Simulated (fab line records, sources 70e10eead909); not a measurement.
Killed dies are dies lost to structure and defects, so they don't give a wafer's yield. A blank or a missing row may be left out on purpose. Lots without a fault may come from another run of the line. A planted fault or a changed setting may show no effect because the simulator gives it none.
fab line records | flow nand_harc
record lots=23 wafers=69 last_day=24
route steps=1159 shown A_SLIT@791 A_WL_FILL@822 A_CONTACT@858
lots that met no fault: from a run of the same line without faults
start_h: hours from the record's first day to the start of the lot's first wafer shown | wait_h: hours since the lot's step before | " the same as in the row above | L1.1+2: a row that stands for several wafers | - no value, or no start given | * or withheld: withheld | < > ~ a bound
route shown NAME@n: a module of which the file shows steps, and the number in the route of the first | usual: mean/standard deviation of fault-free wafers | same: alike in all rows | chamber/n: place in a boat | sites: the reading at each site | _std_site: their standard deviation | _edge_site: outer sites' mean less inner sites' | radius_mm: how far each site lies from the wafer's centre | mask NAME#n: copy n | behind: the tool/chamber that last shaped the wafer | hold: why the lot was held/for how many hours/how that ended | device: the transistor (n, p or np) that didn't switch | end of line: the same wafers' tests at the end of the route | a step without rows: its recipe alone | killed: dies lost to structure and defects at the first sort, not the wafer's yield | map: a wafer's dies, x killed, . not, _ none there
set.NAME: the setting as run; set.NAME@STEP: as run at that earlier step | model.NAME: the simulator's own value behind a step, which no gauge read
steps of the route over a sample of lots; a table a step, a row a wafer
services: from which hour (start_h, from the record's first day; less than 0 if before it) a tool's chamber was out of use, for how many hours, and why
## steps
# step NHARC_A_SLIT_OVL_MEAS_10
# usual overlay_x_nm=0.1/0.77 overlay_y_nm=-0.2/0.83
# columns lot.wafer tool chamber start_h wait_h overlay_x_nm overlay_y_nm
L074.3 overlay-02 - 313.34 - 1.0 -0.2
L074.4 " - " " 0.5 -0.1
L074.6 " - " " 0.3 0.5
L075.1 overlay-02 - 327.92 - 1.4 1.2
L075.4 " - " " 1.2 1.7
L075.6 " - " " 1.0 0.9
L076.2 overlay-01 - 328.09 - -0.3 -0.5
L076.3 " - " " -0.9 -0.8
L076.6 " - " " -0.8 -0.3
L077.1 overlay-01 - 334.85 - 0.3 -1.1
L077.4 " - " " 0.1 -0.9
L077.6 " - " " 0.3 -1.1
L078.2 overlay-01 - 335.00 - 0.1 0.7
L078.5 " - " " 0.0 0.5
L078.6 " - " " 0.5 0.1
L082.1 overlay-01 - 371.02 - -0.7 -0.1
L082.2 " - " " -0.6 0.4
L082.4 " - " " -0.7 -0.7
L081.1 overlay-02 - 371.65 - 1.1 -0.1
L081.2 " - " " 1.1 0.3
L081.5 " - " " 0.9 -0.1
L080.2 overlay-01 - 373.00 - -1.1 1.4
L080.3 " - " " -1.0 1.9
L080.5 " - " " -0.3 1.6
L079.3 overlay-02 - 373.52 - 1.6 -0.4
L079.4 " - " " 1.3 -0.4
L079.6 " - " " 1.1 0.0
L084.3 overlay-02 - 382.51 - -0.2 -2.3
L084.4 " - " " 0.3 -2.5
L084.6 " - " " 0.1 -2.1
L086.1 overlay-01 - 391.48 - -0.7 0.5
L086.2 " - " " -1.1 0.5
L086.4 " - " " -0.5 1.1
L087.1 overlay-01 - 391.78 - -0.1 -0.1
L087.3 " - " " 0.0 -0.5
L087.5 " - " " 0.1 -0.3
L085.1 overlay-02 - 413.89 - -0.1 -0.3
L085.2 " - " " -0.1 -0.7
L085.5 " - " " 0.0 -0.6
L088.3 overlay-02 - 421.85 - 0.9 0.3
L088.4 " - " " 0.3 -0.5
L088.6 " - " " 0.8 -0.8
L091.2 overlay-02 - 423.44 - -0.2 -0.9
L091.3 " - " " 0.5 -0.6
L091.6 " - " " 0.2 -0.4
L089.4 overlay-02 - 428.12 - 0.3 -0.5
L089.5 " - " " -0.2 -0.2
L089.6 " - " " 0.1 0.3
L090.1 overlay-02 - 429.11 - 0.3 0.5
L090.2 " - " " 0.2 0.7
L090.6 " - " " 0.2 0.6
L093.2 overlay-02 - 439.16 - 0.7 -0.1
L093.5 " - " " 1.1 -0.2
L093.6 " - " " 1.0 0.0
L092.2 overlay-02 - 439.45 - -0.5 0.3
L092.3 " - " " -0.7 -0.1
L092.6 " - " " -0.8 0.0
L097.4 overlay-02 - 457.27 - 0.7 -1.0
L097.5 " - " " 0.8 -1.3
L097.6 " - " " 1.2 -0.6
L094.1 overlay-02 - 458.20 - 0.4 -0.8
L094.2 " - " " 0.4 -0.2
L094.4 " - " " 0.8 -0.9
L095.2 overlay-01 - 459.19 - -1.2 0.3
L095.3 " - " " -0.6 0.4
L095.4 " - " " -0.8 0.0
L096.1 overlay-01 - 460.04 - 0.6 -0.5
L096.3 " - " " -0.1 -0.4
L096.4 " - " " 0.2 -1.1
# step NHARC_A_SLIT_ETCH_17
# recipe bias_v=900 source_w=withheld pressure_mtorr=20 ar_flow_sccm=375 c4f8_flow_sccm=83.3 o2_flow_sccm=41.7 time_s=1687.5 target_depth_a=1.01e+05 chemistry=C4F8/O2/Ar
# usual drypump_motor_current_A=6.0/0.52 showerhead_plenum_p_Torr=3.68/0.077 throttle_valve_pct=32.046/0.0083
# columns lot.wafer tool chamber start_h wait_h drypump_motor_current_A rf_hours_counter_h showerhead_plenum_p_Torr throttle_valve_pct
L074.3 har_etch-02 1 314.73 - 6.1 - 3.70 32.040
L074.4 " 0 " " 6.6 - 3.59 32.058
L074.6 " 1 " " 6.1 - 3.70 32.054
L075.1 har_etch-01 1 328.78 - 5.2 0 3.71 32.055
L075.4 " 1 " " 5.1 - 3.71 32.042
L075.6 " 1 " " 5.2 - 3.71 32.058
L076.2 har_etch-02 0 329.21 - 6.6 174 3.58 32.046
L076.3 " 0 " " 6.6 - 3.58 32.041
L076.6 " 1 " " 6.2 - 3.70 32.054
L077.1 har_etch-02 1 335.96 - 6.1 176 3.70 32.049
L077.4 " 0 " " 6.5 - 3.58 32.035
L077.6 " 1 " " 6.1 - 3.70 32.058
L078.2 har_etch-01 1 336.79 - 5.1 6 3.71 32.036
L078.6 " 0 " " 6.2 - 3.80 32.060
L078.5 " 1 " " 5.1 - 3.71 32.057
L082.1 har_etch-01 1 371.89 - 5.2 19 3.70 32.052
L082.2 " 0 " " 6.2 19 3.79 32.050
L082.4 " 0 " " 6.2 - 3.79 32.055
L081.2 har_etch-02 0 372.51 - 6.5 193 3.57 32.045
L081.1 " 1 " " 6.1 193 3.69 32.042
L081.5 " 0 " " 6.5 - 3.57 32.051
L080.2 har_etch-02 1 374.43 - 6.1 194 3.69 32.046
L080.3 " 1 " " 6.1 - 3.69 32.057
L080.5 " 0 " " 6.5 - 3.57 32.038
L079.3 har_etch-01 1 375.73 - 5.2 - 3.70 32.050
L079.4 " 0 " " 6.2 - 3.79 32.044
L079.6 " 0 " " 6.2 - 3.79 32.043
L084.3 har_etch-02 0 386.57 - 6.5 - 3.57 32.043
L084.4 " 1 " " 6.1 - 3.68 32.051
L084.6 " 1 " " 6.1 - 3.68 32.040
L086.1 har_etch-01 1 392.35 - 5.1 31 3.70 32.057
L086.2 " 0 " " 6.1 31 3.78 32.048
L086.4 " 1 " " 5.1 - 3.70 32.036
L087.1 har_etch-02 1 392.89 - 6.1 205 3.68 32.047
L087.3 " 1 " " 6.1 - 3.68 32.041
L087.5 " 0 " " 6.5 - 3.57 32.062
L085.1 har_etch-02 0 414.76 - 6.5 211 3.56 32.064
L085.2 " 1 " " 6.1 211 3.68 32.053
L085.5 " 0 " " 6.5 - 3.56 32.025
L088.3 har_etch-01 0 423.21 - 6.2 - 3.77 32.053
L088.4 " 1 " " 5.1 - 3.69 32.050
L088.6 " 1 " " 5.1 - 3.69 32.055
L091.2 har_etch-02 0 424.33 - 6.6 212 3.56 32.038
L091.3 " 1 " " 6.1 - 3.68 32.055
L091.6 " 1 " " 6.1 - 3.68 32.032
L089.4 har_etch-01 1 429.47 - 5.2 - 3.69 32.040
L089.6 " 1 " " 5.1 - 3.69 32.045
L089.5 " 0 " " 6.2 - 3.77 32.040
L090.2 har_etch-02 0 429.97 - 6.5 214 3.56 32.051
L090.1 " 1 " " 6.1 214 3.68 32.026
L090.6 " 1 431.23 - 6.1 - 3.68 32.052
L093.2 har_etch-02 0 440.28 - 6.5 219 3.56 32.042
L093.5 " 1 " " 6.1 - 3.67 32.037
L093.6 " 0 " " 6.6 - 3.56 32.045
L092.2 har_etch-01 0 440.57 - 6.2 59 3.77 32.051
L092.3 " 0 " " 6.2 - 3.77 32.042
L092.6 " 0 " " 6.2 - 3.77 32.035
L094.2 har_etch-02 1 461.70 - 6.1 228 3.67 32.033
L094.1 " 0 " " 6.5 228 3.55 32.042
L094.4 " 1 " " 6.1 - 3.67 32.052
L097.4 har_etch-01 1 462.27 - 5.1 - 3.68 32.055
L097.5 " 0 " " 6.1 - 3.76 32.042
L097.6 " 1 " " 5.1 - 3.68 32.043
L095.2 har_etch-01 0 463.20 - 6.1 66 3.76 32.042
L095.4 " 0 " " 6.2 - 3.76 32.056
L095.3 " 1 " " 5.1 - 3.68 32.049
L096.1 har_etch-02 1 463.63 - 6.1 230 3.67 32.027
L096.4 " 0 " " 6.6 - 3.55 32.042
L096.3 " 1 " " 6.1 - 3.67 32.047
# step NHARC_A_SLIT_ETCH_29
# recipe target_depth_a=1000 overetch_a=100 time_s=55 ion_energy_ev=100 cf4_flow_sccm=80 o2_flow_sccm=20 ar_flow_sccm=0 rf_w=300 bias_w=100 chemistry=CF4/O2
# usual drypump_motor_current_A=5.6/0.31 oes_o_777_au=1.001/0.0051 oes_product_au=0.999/0.0088 rf_fwd_power_W=297.1/1.3 rf_vpp_V=198.4/1.4 showerhead_plenum_p_Torr=1.36/0.054 throttle_valve_pct=13.396/0.0084
# columns lot.wafer tool chamber start_h wait_h drypump_motor_current_A oes_o_777_au oes_product_au rf_fwd_power_W rf_hours_counter_h rf_vpp_V showerhead_plenum_p_Torr throttle_valve_pct
L074.3 rie_diel-04 3 316.35 0.1 5.4 1.007 1.008 297.1 2 196.8 1.26 13.390
L074.4 " 0 " " 5.8 0.990 0.997 298.8 2 198.2 1.33 13.396
L074.6 " 1 " " 5.1 1.001 0.996 297.0 - 201.5 1.42 13.390
L075.4 rie_diel-04 3 330.89 0.1 5.4 1.000 0.992 295.6 3 196.1 1.26 13.402
L075.1 " 0 " " 5.8 1.004 0.991 298.5 3 198.2 1.33 13.381
L075.6 " 2 " " 6.0 0.997 1.010 297.3 - 198.4 1.34 13.398
L076.3 rie_diel-01 2 331.07 0.1 5.8 0.998 0.995 296.7 1 198.2 1.40 13.407
L076.2 " 0 " " 5.6 1.007 1.007 298.3 1 198.4 1.36 13.391
L076.6 " 3 " " 5.2 1.003 0.987 299.0 - 197.8 1.40 13.384
L077.4 rie_diel-04 2 337.81 0.1 6.0 1.005 1.010 295.7 3 197.6 1.34 13.386
L077.1 " 1 " " 5.1 0.996 0.985 296.0 3 199.3 1.42 13.408
L077.6 " 3 " " 5.4 1.008 0.998 297.2 - 194.4 1.26 13.390
L078.2 rie_diel-04 3 338.67 0.1 5.4 1.004 0.995 297.3 3 195.0 1.26 13.392
L078.5 " 0 " " 5.8 1.005 0.998 297.1 - 198.5 1.33 13.400
L078.6 " 1 " " 5.1 0.997 0.990 296.8 - 200.0 1.42 13.405
L082.2 rie_diel-04 1 373.99 0.1 5.1 0.999 0.991 297.5 6 200.5 1.42 13.382
L082.4 " 2 " " 6.0 1.000 1.000 297.3 5 197.3 1.34 13.395
L082.1 " 3 " " 5.4 1.003 1.008 298.4 6 195.9 1.26 13.398
L081.2 rie_diel-01 0 374.61 0.1 5.6 0.997 1.000 298.6 3 198.5 1.36 13.398
L081.1 " 2 " " 5.9 0.987 0.994 296.4 3 199.5 1.40 13.409
L081.5 " 3 " " 5.1 1.006 1.003 297.3 - 199.9 1.40 13.378
L080.2 rie_diel-08 0 376.29 0.1 5.6 1.005 1.000 298.3 7 199.6 1.43 13.399
L080.3 " 1 " " 5.6 1.006 0.993 294.8 6 199.0 1.34 13.403
L080.5 " 1 " " 5.6 1.002 0.989 296.3 - 197.9 1.34 13.400
L079.3 rie_diel-01 3 377.33 0.1 5.1 0.989 1.003 299.4 3 200.4 1.40 13.376
L079.4 " 0 " " 5.6 0.999 1.011 298.7 3 198.9 1.36 13.384
L079.6 " 0 " " 5.6 1.004 1.002 298.4 - 199.1 1.36 13.392
L084.4 rie_diel-04 1 388.17 0.1 5.1 1.009 0.994 295.3 7 198.9 1.42 13.409
L084.3 " 2 " " 6.0 1.008 1.006 296.8 6 198.0 1.34 13.392
L084.6 " 0 " " 5.8 0.997 0.994 298.4 - 197.7 1.33 13.398
L086.4 rie_diel-04 2 394.46 0.1 6.0 1.000 0.993 296.5 7 197.4 1.34 13.398
L086.2 " 3 " " 5.4 1.001 1.002 297.5 8 195.8 1.26 13.397
L086.1 " 0 " " 5.8 1.004 0.995 299.4 8 197.7 1.33 13.396
L087.3 rie_diel-08 0 394.73 0.1 5.6 0.995 0.996 297.2 8 199.8 1.43 13.392
L087.1 " 2 " " 5.3 0.987 1.020 294.8 8 197.6 1.29 13.422
L087.5 " 3 " " 6.0 0.997 0.972 296.2 - 199.6 1.41 13.389
L085.1 rie_diel-04 0 416.87 0.1 5.8 0.999 0.996 299.0 10 197.0 1.33 13.410
L085.2 " 3 " " 5.4 0.995 0.995 297.0 9 195.9 1.26 13.403
L085.5 " 1 " " 5.1 0.992 0.988 297.6 - 199.0 1.42 13.385
L088.4 rie_diel-04 1 424.82 0.1 5.1 1.003 0.992 296.7 10 201.4 1.42 13.391
L088.3 " 2 " " 6.0 1.008 1.003 298.0 8 198.5 1.34 13.404
L088.6 " 1 " " 5.1 0.992 0.996 295.9 - 199.0 1.42 13.391
L091.2 rie_diel-08 1 426.46 0.1 5.6 0.994 1.001 294.4 11 198.3 1.33 13.389
L091.3 " 2 " " 5.3 1.007 1.009 296.8 10 197.1 1.29 13.392
L091.6 " 1 " " 5.5 0.997 0.996 295.4 - 197.3 1.33 13.377
L089.4 rie_diel-01 2 431.07 0.1 5.8 1.008 0.995 298.6 6 199.9 1.40 13.388
L089.5 " 0 " " 5.6 1.000 1.002 296.9 - 197.7 1.36 13.393
L089.6 " 1 " " 5.8 1.007 0.994 296.9 - 199.4 1.40 13.402
L090.1 rie_diel-01 0 432.11 0.1 5.6 0.998 1.008 298.1 6 196.7 1.36 13.392
L090.2 " 1 " " 5.8 1.005 1.003 295.6 5 198.3 1.40 13.393
L090.6 " 2 " " 5.8 0.999 0.998 298.0 - 199.1 1.40 13.380
L093.2 rie_diel-08 3 442.11 0.1 6.0 1.005 0.988 298.8 11 199.3 1.41 13.405
L093.5 " 2 " " 5.3 1.001 1.019 297.1 - 198.3 1.29 13.407
L093.6 " 3 " " 6.0 1.003 0.982 297.9 - 199.7 1.41 13.395
L092.2 rie_diel-04 2 442.45 0.1 6.0 1.002 1.002 297.3 10 199.8 1.34 13.396
L092.3 " 3 " " 5.4 1.006 0.999 297.3 11 196.5 1.26 13.388
L092.6 " 1 " " 5.1 1.012 0.987 296.1 - 201.0 1.42 13.401
L097.4 rie_diel-08 2 463.64 0.1 5.3 1.005 1.007 295.8 14 197.2 1.29 13.414
L097.6 " 1 " " 5.6 1.004 0.985 294.9 - 197.6 1.33 13.382
L097.5 " 2 " " 5.3 1.006 1.009 296.2 - 197.8 1.29 13.389
L094.1 rie_diel-01 1 463.81 0.1 5.8 0.989 0.992 295.4 8 198.3 1.40 13.407
L094.4 " 2 " " 5.9 1.007 0.997 295.5 8 199.5 1.40 13.408
L094.2 " 0 " " 5.6 1.005 0.992 298.8 8 198.8 1.36 13.391
L095.2 rie_diel-01 3 465.32 0.1 5.1 0.996 1.004 298.6 8 200.3 1.40 13.403
L095.4 " 0 " " 5.6 1.007 1.006 298.9 8 199.3 1.36 13.405
L095.3 " 1 " " 5.8 1.002 0.993 295.7 8 198.4 1.40 13.408
L096.3 rie_diel-04 0 465.50 0.1 5.8 1.005 1.000 299.0 14 197.7 1.33 13.410
L096.4 " 1 " " 5.1 1.000 1.005 296.8 14 199.8 1.42 13.392
L096.1 " 2 " " 6.0 0.997 1.007 297.0 12 197.7 1.34 13.393
# step NHARC_A_WL_FILL_ALD_10
# recipe target_thk_a=500 pulse_time_s=10 ald_cycles=500 temp_c=300 material=SiO2
# usual heater_power_w=462/40 precursor_pulse_height_rel=0.998/0.02
# same pulse_time_s=10
# columns lot.wafer tool chamber start_h wait_h heater_power_w precursor_pulse_height_rel
L074.3 ald_hk-01 2 347.31 0.1 483 0.961
L074.4 " 3 " " 468 0.969
L074.6 " 3 349.91 2.7 456 0.964
L075.1 ald_hk-03 3 353.97 1.1 491 1.018
L075.4 " 0 " " 441 0.989
L075.6 " 2 355.51 2.6 442 0.999
L076.2 ald_hk-01 2 355.52 2.6 500 0.991
L076.3 " 0 356.55 3.7 474 0.989
L076.6 " 2 357.59 4.7 507 0.947
L078.2 ald_hk-03 0 358.10 1.6 455 0.997
L078.5 " 1 " " 499 0.998
L078.6 " 2 " " 446 1.004
L077.4 ald_hk-01 0 359.65 3.1 469 0.992
L077.1 " 1 " " 388 1.012
L077.6 " 2 " " 490 1.007
L080.3 ald_hk-03 3 394.58 0.6 496 0.999
L080.2 " 0 " " 453 1.044
L080.5 " 3 396.62 2.6 471 0.986
L081.2 ald_hk-04 2 395.11 1.1 421 1.025
L081.1 " 3 " " 402 0.983
L081.5 " 1 396.66 2.6 536 0.978
L082.4 ald_hk-01 2 398.50 0.1 484 0.989
L082.2 " 3 " " 460 1.032
L082.1 " 1 400.05 1.6 391 0.990
L079.4 ald_hk-03 3 402.96 1.1 495 1.006
L079.3 " 0 " " 459 1.033
L079.6 " 2 404.47 2.6 451 0.983
L084.4 ald_hk-03 1 406.97 0.0 502 1.026
L084.3 " 2 " " 445 1.010
L084.6 " 2 409.57 2.6 443 0.995
L086.1 ald_hk-03 2 413.02 0.1 440 0.991
L086.4 " 3 " " 492 0.963
L086.2 " 0 " " 439 0.998
L087.3 ald_hk-04 3 413.55 0.6 390 1.005
L087.1 " 0 " " 502 1.011
L087.5 " 2 415.11 2.1 436 1.023
L085.2 ald_hk-03 3 438.61 0.6 494 0.981
L085.1 " 1 439.63 1.6 510 1.022
L085.5 " 2 " " 436 0.999
L091.2 ald_hk-03 2 443.23 0.1 432 0.977
L091.3 " 1 444.79 1.6 504 0.977
L091.6 " 3 445.83 2.6 492 0.994
L088.3 ald_hk-03 0 447.77 1.5 459 1.042
L088.4 " 1 " " 505 0.970
L088.6 " 1 450.37 4.1 503 1.035
L089.4 ald_hk-01 0 452.48 3.1 468 1.032
L089.6 " 1 453.51 4.2 380 0.978
L089.5 " 2 454.54 5.2 505 0.983
L090.2 ald_hk-03 0 453.24 0.3 448 0.990
L090.1 " 2 454.29 1.3 438 1.024
L090.6 " 1 455.86 2.9 503 0.975
L092.3 ald_hk-04 2 462.71 0.6 429 1.000
L092.2 " 0 463.74 1.6 518 1.015
L092.6 " 2 464.77 2.6 420 0.985
L093.2 ald_hk-01 3 464.28 2.1 425 0.987
L093.5 " 1 466.36 4.2 384 0.986
L093.6 " 2 467.40 5.3 486 0.999
L094.2 ald_hk-01 3 481.82 0.1 434 1.042
L094.1 " 0 " " 455 0.977
L094.4 " 2 483.37 1.6 494 1.035
L095.3 ald_hk-03 0 482.74 1.0 450 0.987
L095.2 " 1 " " 515 1.007
L095.4 " 2 " " 431 0.973
L096.1 ald_hk-04 2 486.29 0.1 410 1.005
L096.4 " 3 " " 394 0.997
L096.3 " 1 487.84 1.6 540 1.004
L097.4 ald_hk-01 0 486.81 0.6 458 1.010
L097.6 " 3 488.34 2.1 426 0.972
L097.5 " 0 " " 466 1.025
# step NHARC_A_WL_FILL_ALD_19
# recipe target_thk_a=20 pulse_time_s=3 ald_cycles=100 temp_c=450 material=TiN
# usual heater_power_w=1139/110 precursor_pulse_height_rel=1.001/0.019
# same pulse_time_s=3
# columns lot.wafer tool chamber start_h wait_h heater_power_w precursor_pulse_height_rel
L074.4 ald_metal-04 1 357.49 0.1 1006 1.012
L074.3 " 3 " " 1354 1.016
L074.6 " 0 " " 1085 1.019
L075.4 ald_metal-04 1 363.46 0.1 979 0.957
L075.1 " 3 " " 1345 0.996
L075.6 " 2 " " 1456 0.999
L078.2 ald_metal-03 1 365.72 0.1 1159 1.004
L078.5 " 3 " " 1096 0.993
L078.6 " 0 " " 988 1.026
L076.3 ald_metal-01 2 365.73 0.1 1109 1.002
L076.2 " 3 " " 1172 1.003
L076.6 " 1 " " 1094 1.030
L077.1 ald_metal-01 1 369.12 0.1 1121 1.030
L077.4 " 3 " " 1192 0.982
L077.6 " 0 " " 1226 0.965
L080.3 ald_metal-04 0 404.22 0.1 1069 1.017
L080.2 " 3 " " 1334 0.986
L080.5 " 0 " " 1091 0.960
L081.1 ald_metal-01 2 404.24 0.1 1171 1.012
L081.2 " 0 " " 1220 1.036
L081.5 " 1 " " 1120 0.982
L082.2 ald_metal-03 2 409.01 0.1 1026 0.995
L082.4 " 0 " " 998 0.996
L082.1 " 1 " " 1151 0.987
L079.3 ald_metal-03 3 412.34 0.1 1145 1.015
L079.4 " 1 " " 1152 1.008
L079.6 " 3 " " 1129 0.977
L084.4 ald_metal-04 0 417.50 0.1 1114 0.978
L084.3 " 1 " " 1019 1.013
L084.6 " 3 " " 1307 1.021
L086.1 ald_metal-01 3 423.17 0.1 1198 1.017
L086.2 " 1 " " 1103 0.968
L086.4 " 2 " " 1160 0.992
L087.3 ald_metal-03 2 423.25 0.1 1033 1.011
L087.1 " 3 " " 1109 0.987
L087.5 " 0 " " 989 1.017
L085.2 ald_metal-03 0 448.37 0.1 1020 0.993
L085.1 " 3 " " 1122 1.026
L085.5 " 0 " " 971 0.998
L091.3 ald_metal-01 1 453.78 0.1 1101 1.020
L091.2 " 0 " " 1219 1.015
L091.6 " 1 " " 1138 0.974
L088.4 ald_metal-03 1 458.12 0.1 1121 0.998
L088.3 " 0 " " 1019 0.984
L088.6 " 2 " " 1068 1.007
L090.2 ald_metal-04 1 463.01 0.1 1026 1.017
L090.1 " 2 " " 1411 0.995
L090.6 " 2 " " 1412 1.016
L089.4 ald_metal-03 0 463.02 0.1 977 1.032
L089.5 " 3 " " 1101 1.002
L089.6 " 0 " " 1039 1.016
L092.3 ald_metal-01 0 472.38 0.1 1187 0.976
L092.2 " 3 " " 1191 0.986
L092.6 " 0 " " 1210 0.967
L093.2 ald_metal-03 3 475.49 0.1 1142 1.001
L093.5 " 3 " " 1136 1.018
L093.6 " 0 " " 995 0.972
L094.1 ald_metal-01 0 491.93 0.1 1240 0.983
L094.4 " 1 " " 1196 0.966
L094.2 " 2 " " 1154 1.015
L095.3 ald_metal-04 0 491.93 0.1 1113 0.972
L095.2 " 1 " " 1025 1.018
L095.4 " 3 " " 1334 1.000
L096.3 ald_metal-03 2 496.76 0.1 1031 1.003
L096.4 " 3 " " 1162 1.014
L096.1 " 1 " " 1157 0.998
L097.4 ald_metal-01 0 496.83 0.2 1228 1.000
L097.6 " 1 " " 1187 1.006
L097.5 " 2 " " 1178 0.980
# step NHARC_A_CONTACT_ETCH_48
# recipe target_depth_a=390 over_etch_frac=0.3 time_s=65 ion_energy_ev=80 cf4_flow_sccm=150 ar_flow_sccm=0 rf_w=300 bias_w=100 chemistry=CF4
# usual drypump_motor_current_A=5.5/0.33 oes_product_au=1.001/0.0082 rf_fwd_power_W=297.6/1.1 rf_vpp_V=150.9/1.3 showerhead_plenum_p_Torr=1.74/0.083 throttle_valve_pct=13.283/0.0094
# columns lot.wafer tool chamber start_h wait_h drypump_motor_current_A oes_product_au rf_fwd_power_W rf_hours_counter_h rf_vpp_V showerhead_plenum_p_Torr throttle_valve_pct
L074.3 rie_diel-09 3 368.19 0.3 5.4 0.993 296.7 40 150.6 1.78 13.276
L074.4 " 0 " " 5.4 1.005 298.6 34 152.6 1.90 13.300
L074.6 " 3 " " 5.4 0.991 296.5 - 151.4 1.78 13.283
L075.1 rie_diel-11 3 376.00 0.1 5.2 1.005 298.3 0 148.2 1.65 13.283
L075.4 " 1 " " 5.6 0.993 296.9 0 148.9 1.65 13.283
L075.6 " 3 " " 5.2 1.005 297.7 - 148.9 1.65 13.285
L078.2 rie_diel-10 2 379.15 0.1 5.7 1.004 297.7 7 150.5 1.65 13.292
L078.6 " 0 " " 5.4 1.017 296.6 - 151.4 1.78 13.283
L078.5 " 1 " " 5.4 1.003 297.9 - 153.5 1.83 13.281
L076.3 rie_diel-11 0 382.74 0.1 5.2 1.007 296.6 1 152.5 1.82 13.265
L076.2 " 1 " " 5.7 0.994 296.5 1 149.2 1.65 13.293
L076.6 " 0 " " 5.2 1.005 296.5 - 152.9 1.82 13.289
L077.4 rie_diel-10 1 384.66 0.1 5.4 1.014 297.6 8 152.2 1.83 13.297
L077.1 " 2 " " 5.7 1.001 298.6 8 149.6 1.65 13.293
L077.6 " 0 " " 5.3 1.021 299.6 - 150.5 1.78 13.282
L080.2 rie_diel-10 1 415.95 0.1 5.3 1.012 296.1 21 151.3 1.82 13.268
L080.3 " 2 " " 5.7 1.005 299.5 19 150.6 1.65 13.277
L080.5 " 3 " " 5.4 1.005 296.4 - 149.4 1.79 13.278
L081.2 rie_diel-09 2 416.44 0.1 6.4 0.992 298.0 60 151.9 1.81 13.270
L081.1 " 3 " " 5.3 0.994 296.8 59 151.3 1.78 13.270
L081.5 " 2 " " 6.4 1.004 298.9 - 150.9 1.81 13.293
L082.1 rie_diel-11 2 421.68 0.1 5.8 0.993 299.1 6 149.8 1.66 13.267
L082.4 " 3 " " 5.2 1.011 297.7 4 150.2 1.65 13.269
L082.2 " 1 " " 5.7 1.005 297.8 5 150.1 1.64 13.264
L079.3 rie_diel-10 1 425.98 0.1 5.4 1.013 297.0 25 152.6 1.82 13.283
L079.6 " 1 " " 5.3 1.015 296.5 - 151.7 1.82 13.272
L079.4 " 3 " " 5.4 1.007 298.3 - 152.5 1.79 13.290
L084.3 rie_diel-09 0 428.03 0.1 5.4 0.995 299.4 59 153.4 1.89 13.280
L084.6 " 3 " " 5.4 0.990 298.9 - 150.6 1.78 13.275
L084.4 " 0 " " 5.4 0.995 298.8 - 152.5 1.89 13.293
L087.3 rie_diel-10 1 436.01 0.1 5.3 1.008 298.3 30 151.5 1.82 13.275
L087.1 " 2 " " 5.7 0.998 298.4 26 149.8 1.65 13.287
L087.5 " 0 " " 5.3 1.016 300.1 - 151.2 1.77 13.277
L086.4 rie_diel-11 2 438.19 0.1 5.8 0.994 297.6 10 150.0 1.66 13.282
L086.2 " 3 " " 5.2 0.989 298.0 9 149.8 1.65 13.278
L086.1 " 1 " " 5.7 0.995 297.8 9 150.0 1.64 13.275
L085.2 rie_diel-11 1 460.68 0.1 5.7 1.000 296.2 14 149.7 1.64 13.299
L085.1 " 2 " " 5.9 0.994 298.5 15 149.7 1.65 13.272
L085.5 " 3 " " 5.2 0.991 296.6 - 149.2 1.64 13.280
L091.3 rie_diel-11 2 465.40 0.1 5.9 0.997 297.0 16 149.8 1.65 13.277
L091.2 " 3 " " 5.2 0.994 294.6 15 149.7 1.64 13.278
L091.6 " 1 " " 5.6 1.013 296.2 - 149.7 1.64 13.289
L088.4 rie_diel-11 0 467.67 0.1 5.2 0.999 298.0 15 152.3 1.82 13.287
L088.3 " 2 " " 5.9 0.995 298.7 17 149.7 1.65 13.277
L088.6 " 3 " " 5.2 0.993 296.1 - 150.7 1.64 13.284
L090.2 rie_diel-11 2 472.67 0.2 5.9 0.994 298.2 18 148.3 1.65 13.259
L090.1 " 3 " " 5.2 0.998 297.4 17 149.1 1.64 13.283
L090.6 " 2 " " 5.8 0.995 299.4 - 149.5 1.65 13.290
L089.4 rie_diel-11 1 473.02 0.3 5.6 0.994 297.7 17 149.3 1.64 13.274
L089.5 " 0 " " 5.2 0.993 298.1 - 153.5 1.82 13.259
L089.6 " 1 " " 5.7 1.000 295.9 - 149.8 1.64 13.293
L092.3 rie_diel-11 3 484.79 0.1 5.2 1.005 295.9 19 150.0 1.64 13.274
L092.2 " 0 " " 5.2 1.002 297.3 20 151.0 1.82 13.298
L092.6 " 3 " " 5.2 1.001 296.1 - 149.1 1.64 13.282
L093.2 rie_diel-10 0 491.04 0.1 5.3 1.002 297.9 49 151.7 1.77 13.282
L093.6 " 3 " " 5.4 1.008 298.1 - 152.0 1.78 13.273
L093.5 " 0 " " 5.3 1.012 298.3 - 152.1 1.77 13.277
L094.4 rie_diel-11 3 503.73 0.1 5.2 1.000 297.2 23 148.9 1.64 13.288
L094.2 " 0 " " 5.2 1.004 296.7 24 152.1 1.82 13.288
L094.1 " 2 " " 5.9 0.985 298.4 24 149.1 1.65 13.293
L095.2 rie_diel-10 2 503.91 0.1 5.7 0.990 298.7 48 150.2 1.64 13.275
L095.3 " 3 " " 5.4 0.998 298.7 45 150.3 1.78 13.292
L095.4 " 0 " " 5.4 1.014 299.6 54 150.5 1.77 13.286
L096.3 rie_diel-11 1 509.41 0.1 5.7 1.003 297.6 24 149.9 1.64 13.277
L096.4 " 2 " " 5.9 0.999 296.6 25 150.2 1.65 13.272
L096.1 " 3 " " 5.2 1.008 297.1 25 150.1 1.64 13.281
L097.4 rie_diel-09 1 509.62 0.1 5.0 0.990 295.2 22 148.7 1.68 13.298
L097.6 " 3 " " 5.4 0.998 297.2 - 150.7 1.77 13.263
L097.5 " 0 " " 5.4 1.013 298.5 - 151.8 1.88 13.304
## services
# columns tool chamber start_h hours kind
rie_diel-01 1 301.79 2.6 repair
rie_diel-10 - 304.83 1.8 repair
har_etch-01 - 305.00 17.0 pm
rie_diel-01 - 314.84 9.0 pm
ald_metal-03 - 322.00 10.0 pm
ald_hk-03 - 323.45 10.0 pm
rie_diel-10 - 353.62 9.0 pm
rie_diel-11 - 366.50 9.0 pm
ald_metal-03 1 372.20 3.0 repair
rie_diel-04 - 383.20 0.6 repair
rie_diel-01 2 383.43 5.0 repair
rie_diel-11 3 384.36 7.9 repair
ald_metal-03 - 392.09 0.8 repair
har_etch-02 - 396.25 10.4 repair
ald_hk-01 - 408.35 10.0 pm
har_etch-01 - 426.26 1.4 repair
ald_hk-01 - 437.08 7.3 repair
ald_metal-03 - 451.51 0.8 repair
ald_metal-01 - 458.00 10.0 pm
ald_hk-01 - 458.02 0.7 repair
rie_diel-04 - 465.90 9.0 pm
rie_diel-04 3 481.34 6.8 repair
ald_metal-03 - 500.00 10.0 pm
ald_hk-03 - 501.45 10.0 pm
## key
fault none
